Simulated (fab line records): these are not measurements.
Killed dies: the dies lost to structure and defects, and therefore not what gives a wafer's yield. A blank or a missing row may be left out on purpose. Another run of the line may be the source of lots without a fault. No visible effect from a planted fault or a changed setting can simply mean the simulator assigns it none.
Matching of chambers	flow n5 finfet	N5_BEOL_M2_DESCUM_16 on rie diel-03: 4 sister chambers
The step chemistry O2, time 7 s. 4 wafers are shown with their chamber, then 11 later ones without.

== WAFERS PAIRED WITH THEIR CHAMBERS ==
wafer	chamber	throttle valve pct (%)
L089.5	1	20.1
L090.2	0	20.9
L090.6	3	20.4
L093.1	2	20.2

== WAFERS WHOSE CHAMBER IS MISSING ==
wafer	throttle valve pct (%)
L093.2	20.4
L093.3	20.9
L093.4	20.2
L093.5	20.9
L093.6	20.2
L096.2	20.5
L096.3	20.9
L096.4	20.2
L097.1	20.2
L097.3	20.9
L097.6	20.4

== WHICH CHAMBER EACH WENT THROUGH ==
wafer	from the rows above	in truth
L093.2	3	3
L093.3	0	0
L093.4	2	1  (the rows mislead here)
L093.5	0	0
L093.6	2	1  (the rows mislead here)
L096.2	3	3
L096.3	0	0
L096.4	2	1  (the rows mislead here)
L097.1	2	2
L097.3	0	0
L097.6	3	3
Placed correctly: 8 of 11. From these rows, 0 cannot be placed. Number placed wrongly: 3.
How it was worked out, from the rows above alone: a wafer's distance from a chamber is the root of the sum, over the readings, of the square of ((its reading less the chamber's mean) divided by the reading's scatter). If the next closest chamber is less than 2 further off than the closest, the wafer can't be placed; otherwise it belongs to the closest. A chamber's mean is the mean of its shown wafers. The scatter (one wafer shown for each chamber): square how far every hidden wafer sits from the nearest shown wafer, average those squares and take the square root.
